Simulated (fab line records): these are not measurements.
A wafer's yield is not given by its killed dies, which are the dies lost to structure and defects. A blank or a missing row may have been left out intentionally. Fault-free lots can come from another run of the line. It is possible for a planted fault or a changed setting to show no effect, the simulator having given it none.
Which of the tools did it? | flow n5Finfet | Sampling: 9 lots, 25 wafers, 3 of 1938 route steps

WHAT THE GAUGES SHOWED, per wafer
N5_DUMMY_GATE_THK_MEAS_05.
lot  | measured    | on           | thkNm (nm)
L906 | day 3 02:29 | filmMetro-01 | 71.0 72.5 72.0
L907 | day 3 10:25 | filmMetro-01 | 73.3 71.7 74.3
L908 | day 3 12:49 | filmMetro-02 | 72.0 71.0 71.9
L910 | day 3 22:59 | filmMetro-01 | 71.6 72.4 72.4
L911 | day 4 09:00 | filmMetro-02 | 72.4 100.0
L913 | day 4 18:53 | filmMetro-02 | 71.4 99.8
L919 | day 6 05:04 | filmMetro-02 | 70.6 72.0 71.5
L924 | day 7 12:20 | filmMetro-01 | 70.1 69.9 70.0
L928 | day 8 11:25 | filmMetro-02 | 71.6 72.2 71.9

WHICH TOOL RAN EACH LOT (tool, then ch and the chambers of the sampled wafers, then the start)
lot  | N5_STI_FIN_REVEAL_ALD_00        | N5_DUMMY_GATE_CMP_04
L906 | aldSin-04 ch 0,3, day 2 10:47   | cmp-01 ch 0,1,2, day 3 02:19
L907 | aldSin-01 ch 0,1, day 2 17:01   | cmp-03 ch 0,1,2, day 3 10:13
L908 | aldSin-01 ch 1,2, day 2 22:34   | cmp-03 ch 1,2,3, day 3 12:38
L910 | aldSin-04 ch 2,3, day 3 09:26   | cmp-04 ch 0,1, day 3 22:44
L911 | aldSin-03 ch 1,3, day 3 17:24   | cmp-03 ch 1,3, day 4 08:50
L913 | aldSin-04 ch 0,3, day 4 03:44   | cmp-03 ch 0,2, day 4 18:38
L919 | aldSin-04 ch 1,2,3, day 5 16:04 | cmp-01 ch 2,3, day 6 04:51
L924 | aldSin-03 ch 1,2,3, day 6 23:10 | cmp-01 ch 0,1, day 7 12:05
L928 | aldSin-01 ch 0,3, day 7 22:19   | cmp-01 ch 1,2,3, day 8 11:14
- N5_STI_FIN_REVEAL_ALD_00: deposits SiO2, target thk 1 nm, pulse time 1 s.
- N5_DUMMY_GATE_CMP_04: polishes a-Si.

THE ANSWER, worked out from the rows above alone
Rule: the usual values come from the lots themselves. Put in order of their means at a reading, lots are off if they are a third of the lots or fewer, leave a main group of 4 or more, and stand apart from it by a gap of 3 or more times the standard deviation of the main group's means; of several such gaps the widest counts. If all means in a main group match to the digits the tables above print for the reading, that group is not used. Also off: a lot with no number at a reading for which 4 or more lots have one. All remaining lots with rows at the step are treated as sound.
Off at N5_DUMMY_GATE_THK_MEAS_05 (thkNm): L911, L913. Main group: mean 71.7 nm, sd 0.86.
If a tool, at a process step before that reading, ran all the lots that are off and no sound lot after the first of them, it fits. Those tools and the gauges at N5_DUMMY_GATE_THK_MEAS_05 are tried in the same way. One candidate fits, namely cmp-03 at N5_DUMMY_GATE_CMP_04. A fault onset in the window from L908 (day 3 12:38, its last sound lot) to L911 (day 4 08:50, its first lot off) fits.

WHAT WAS PUT IN BY THE SIMULATOR
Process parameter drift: cmp-03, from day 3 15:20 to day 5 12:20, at N5_DUMMY_GATE_CMP_04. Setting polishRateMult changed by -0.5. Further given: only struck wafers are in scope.
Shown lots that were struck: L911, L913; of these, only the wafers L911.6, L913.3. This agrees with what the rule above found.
